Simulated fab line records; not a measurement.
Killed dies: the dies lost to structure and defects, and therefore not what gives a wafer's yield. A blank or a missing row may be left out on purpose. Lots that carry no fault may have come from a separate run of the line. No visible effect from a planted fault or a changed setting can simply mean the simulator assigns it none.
Which tool is to blame? | flow n5_finfet | 36 wafers from 12 lots sampled at 2 of the route's 1938 steps

## WHAT THE GAUGES SHOWED, per wafer
N5_SD_EPI_N_OVL_MEAS_10.
lot  | measured    | on         | SD_N_BLK_OVL (nm)
L075 | day 3 08:34 | overlay-02 | -0.7 -0.8 -0.3
L077 | day 3 18:33 | overlay-01 | 0.2 -0.7 -0.3
L079 | day 4 10:23 | overlay-02 | -1.2 -0.5 -1.0
L081 | day 4 18:56 | overlay-01 | 0.5 1.5 0.6
L083 | day 5 06:40 | overlay-02 | 0.9 1.9 0.9
L085 | day 5 18:44 | overlay-01 | -0.8 -0.2 -0.5
L087 | day 6 06:57 | overlay-01 | 0.4 0.2 0.0
L089 | day 6 18:41 | overlay-01 | -0.2 0.5 0.7
L091 | day 7 08:16 | overlay-02 | -1.0 -0.7 -0.1
L093 | day 7 21:49 | overlay-01 | -1.3 -1.5 -1.6
L095 | day 8 10:37 | overlay-01 | 0.1 -0.2 0.4
L097 | day 8 20:48 | overlay-01 | -0.2 -0.3 1.2

## EACH LOT AND THE TOOL THAT RAN IT (in order: tool; ch and the chambers of the sampled wafers; start)
lot  | N5_SPACER0_ALD_07
L075 | ald_sin-02 ch 1,2,3, day 3 07:34
L077 | ald_sin-01 ch 0,1, day 3 17:33
L079 | ald_sin-01 ch 2,3, day 4 09:21
L081 | ald_sin-01 ch 0,3, day 4 17:56
L083 | ald_sin-03 ch 1,2,3, day 5 05:40
L085 | ald_sin-02 ch 1,2,3, day 5 17:44
L087 | ald_sin-03 ch 0,1,3, day 6 05:57
L089 | ald_sin-03 ch 1,2, day 6 17:41
L091 | ald_sin-02 ch 0,1,3, day 7 07:23
L093 | ald_sin-01 ch 0,2,3, day 7 20:49
L095 | ald_sin-02 ch 1,3, day 8 09:37
L097 | ald_sin-03 ch 0,1,3, day 8 19:56
- N5_SPACER0_ALD_07: deposits SiNx, target thk 2 nm.

## THE ANSWER, worked out from the rows above alone
Rule: the lots themselves supply what counts as usual. Put in order of their means at a reading, lots are off if they are a third of the lots or fewer, leave a main group of 4 or more, and stand apart from it by a gap of 3 or more times the standard deviation of the main group's means; of several such gaps the widest counts. A main group whose means are all the same, to the digits that the tables above print for the reading, isn't used. A lot without any number at a reading at which 4 lots or more have one is off too. Where the step has rows for the other lots, those lots are counted as sound.
Across all readings shown, no lot is off: no conclusion can be drawn from this.

## WHAT THE SIMULATOR PUT IN
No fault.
